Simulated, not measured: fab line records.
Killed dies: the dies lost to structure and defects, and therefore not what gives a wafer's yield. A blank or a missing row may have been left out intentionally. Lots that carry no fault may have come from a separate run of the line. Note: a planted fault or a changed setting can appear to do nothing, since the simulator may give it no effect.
Which tool was responsible? ; flow n5-finfet ; 30 wafers from 10 lots sampled at 6 of the route's 1938 steps

== WHAT EACH GAUGE READ, for each wafer ==
N5_BEOL_M14_CD_MEAS_10: the cd target is 250 nm.
lot;measured;on;cd-nm (nm)
L403;day 11 13:22;cd-sem-03;250.4 247.5 251.0
L401;day 11 14:07;cd-sem-03;249.1 250.2 249.8
L402;day 11 15:14;cd-sem-03;250.5 249.7 249.6
L405;day 12 05:53;cd-sem-03;249.8 249.8 249.9
L409;day 13 17:43;cd-sem-01;247.7 247.8 248.4
L415;day 14 22:19;cd-sem-02;247.1 248.6 249.9
L413;day 14 23:32;cd-sem-02;242.7 245.6 245.9
L422;day 17 06:38;cd-sem-01;250.8 250.8 252.4
L424;day 17 12:27;cd-sem-03;251.0 249.1 249.3
L423;day 17 21:23;cd-sem-01;246.8 246.9 250.1

N5_BEOL_M14_CD_MEAS_17: the cd target is 250 nm.
lot;measured;on;cd-nm (nm)
L403;day 11 13:54;cd-sem-02;251.8 250.1 252.4
L401;day 11 14:39;cd-sem-01;250.5 249.4 249.4
L402;day 11 16:07;cd-sem-01;251.7 248.4 249.6
L405;day 12 06:24;cd-sem-03;248.1 251.3 250.9
L409;day 13 18:14;cd-sem-03;248.8 249.5 249.9
L415;day 14 22:58;cd-sem-02;246.3 248.9 251.6
L413;day 15 00:03;cd-sem-02;243.4 246.8 246.9
L422;day 17 07:09;cd-sem-03;250.9 251.6 253.2
L424;day 17 12:58;cd-sem-03;251.8 248.8 249.5
L423;day 17 22:00;cd-sem-03;248.8 248.3 251.4

== TOOL THAT RAN EACH LOT (tool first, then ch and the chambers of the sampled wafers, then the start) ==
lot;N5_BEOL_M13_DEGAS_41;N5_BEOL_M13_ANNEAL_48;N5_BEOL_M14_EXPOSE_07;N5_BEOL_M14_STRIP_64
L403;pvd-sputter-01, day 11 10:46;rtp-anneal-02 ch 0, day 11 11:43;krf-scanner-01 ch 0, day 11 13:12;rie-diel-02 ch 0,1, day 11 13:54 or earlier
L401;pvd-sputter-02, day 11 10:53;rtp-anneal-02 ch 0, day 11 12:29;krf-scanner-02 ch 0, day 11 13:57;rie-diel-02 ch 1,2,3, day 11 14:39 or earlier
L402;pvd-sputter-02, day 11 11:22;rtp-anneal-02 ch 0, day 11 13:29;krf-scanner-02 ch 0, day 11 15:04;rie-diel-04 ch 0,1, day 11 16:07 or earlier
L405;pvd-sputter-02, day 12 03:49;rtp-anneal-02 ch 0, day 12 04:25;krf-scanner-02 ch 0, day 12 05:43;rie-diel-04 ch 0,2,3, day 12 06:24 or earlier
L409;pvd-sputter-01, day 13 15:34;rtp-anneal-02 ch 0, day 13 16:26;krf-scanner-02 ch 0, day 13 17:32;rie-diel-02 ch 0,1,3, day 13 18:14 or earlier
L415;pvd-sputter-03, day 14 20:23;rtp-anneal-01 ch 0, day 14 20:55;krf-scanner-01 ch 0, day 14 22:09;rie-diel-05 ch 0,1,3, day 14 22:58 or earlier
L413;pvd-sputter-02, day 14 21:36;rtp-anneal-02 ch 0, day 14 22:07;krf-scanner-02 ch 0, day 14 23:21;rie-diel-05 ch 0,2,3, day 15 00:03 or earlier
L422;pvd-sputter-01, day 17 04:41;rtp-anneal-02 ch 0, day 17 05:13;krf-scanner-02 ch 0, day 17 06:27;rie-diel-05 ch 0,3, day 17 07:09 or earlier
L424;pvd-sputter-03, day 17 10:38;rtp-anneal-01 ch 0, day 17 11:09;krf-scanner-01 ch 0, day 17 12:16;rie-diel-02 ch 2,3, day 17 12:58 or earlier
L423;pvd-sputter-01, day 17 19:32;rtp-anneal-02 ch 0, day 17 20:04;krf-scanner-02 ch 0, day 17 21:13;rie-diel-02 ch 0,1,3, day 17 22:00 or earlier
- N5_BEOL_M13_DEGAS_41: time 60 s.
- N5_BEOL_M13_ANNEAL_48: time 90 s.
- N5_BEOL_M14_EXPOSE_07: exposes mask V13.
- N5_BEOL_M14_STRIP_64: strips in O2.

== WHAT THE TOOLS THEMSELVES READ (means of the sampled wafers that have a number; where no wafer has one, the mark that the record gives instead) ==
N5_BEOL_M13_DEGAS_41.
lot;tool;heater-power-w (W)
L403;pvd-sputter-01;346
L401;pvd-sputter-02;324
L402;pvd-sputter-02;342
L405;pvd-sputter-02;345
L409;pvd-sputter-01;301
L415;pvd-sputter-03;343
L413;pvd-sputter-02;353
L422;pvd-sputter-01;285
L424;pvd-sputter-03;317
L423;pvd-sputter-01;301

N5_BEOL_M13_ANNEAL_48.
lot;tool;wafer_temp_C_max
L403;rtp-anneal-02;227.1
L401;rtp-anneal-02;227.1
L402;rtp-anneal-02;226.9
L405;rtp-anneal-02;227.0
L409;rtp-anneal-02;227.6
L415;rtp-anneal-01;225.6
L413;rtp-anneal-02;227.1
L422;rtp-anneal-02;226.9
L424;rtp-anneal-01;225.7
L423;rtp-anneal-02;226.6

N5_BEOL_M14_STRIP_64.
lot;tool;drypump-motor-current-A (A);oes-product-au (a.u.);rf-vpp-V (V);showerhead-plenum-p-Torr (Torr);temp-c (C);throttle-valve-pct (%)
L403;rie-diel-02;5.6;0.74;3.6;2.03;60.01;16.66
L401;rie-diel-02;5.7;0.82;3.4;2.15;60.00;16.45
L402;rie-diel-04;5.3;0.85;3.9;2.10;60.02;16.37
L405;rie-diel-04;5.8;0.85;3.7;2.08;59.98;16.42
L409;rie-diel-02;5.6;0.77;3.4;2.07;60.00;16.55
L415;rie-diel-05;5.5;0.81;3.7;2.08;60.08;16.62
L413;rie-diel-05;5.9;0.86;4.1;2.12;60.06;16.59
L422;rie-diel-05;5.5;0.80;3.5;2.08;59.97;16.59
L424;rie-diel-02;6.0;0.76;3.7;2.16;60.02;16.51
L423;rie-diel-02;5.6;0.84;3.2;2.15;59.92;16.44

== THE ANSWER, worked out from the rows above alone ==
Rule: what is usual is taken from the lots themselves. Put in order of their means at a reading, lots are off if they are a third of the lots or fewer, leave a main group of 4 or more, and stand apart from it by a gap of 3 or more times the standard deviation of the main group's means; of several such gaps the widest counts. If all means in a main group match to the digits the tables above print for the reading, that group is not used. A lot without any number at a reading at which 4 lots or more have one is off too. Where the step has rows for the other lots, those lots are counted as sound. The gauges are gone through in route order, then the tools' own readings, and for those a lot's mean is taken as printed above. At the first step where some lot is off, the reading lying furthest off is the one used; lots without a number count as furthest.
Off, at N5_BEOL_M14_CD_MEAS_10 on cd-nm: L413. The main group: mean 249.4 nm, standard deviation 1.
A tool fits if, at a process step before that reading, it ran every lot that is off, and no sound lot after the first of them. The gauges at N5_BEOL_M14_CD_MEAS_10 are tried like those tools. 2 tools fit, pvd-sputter-02 at N5_BEOL_M13_DEGAS_41 and cd-sem-02 at N5_BEOL_M14_CD_MEAS_10, so this cannot tell which one it is.

== WHAT THE SIMULATOR HAD PUT IN ==
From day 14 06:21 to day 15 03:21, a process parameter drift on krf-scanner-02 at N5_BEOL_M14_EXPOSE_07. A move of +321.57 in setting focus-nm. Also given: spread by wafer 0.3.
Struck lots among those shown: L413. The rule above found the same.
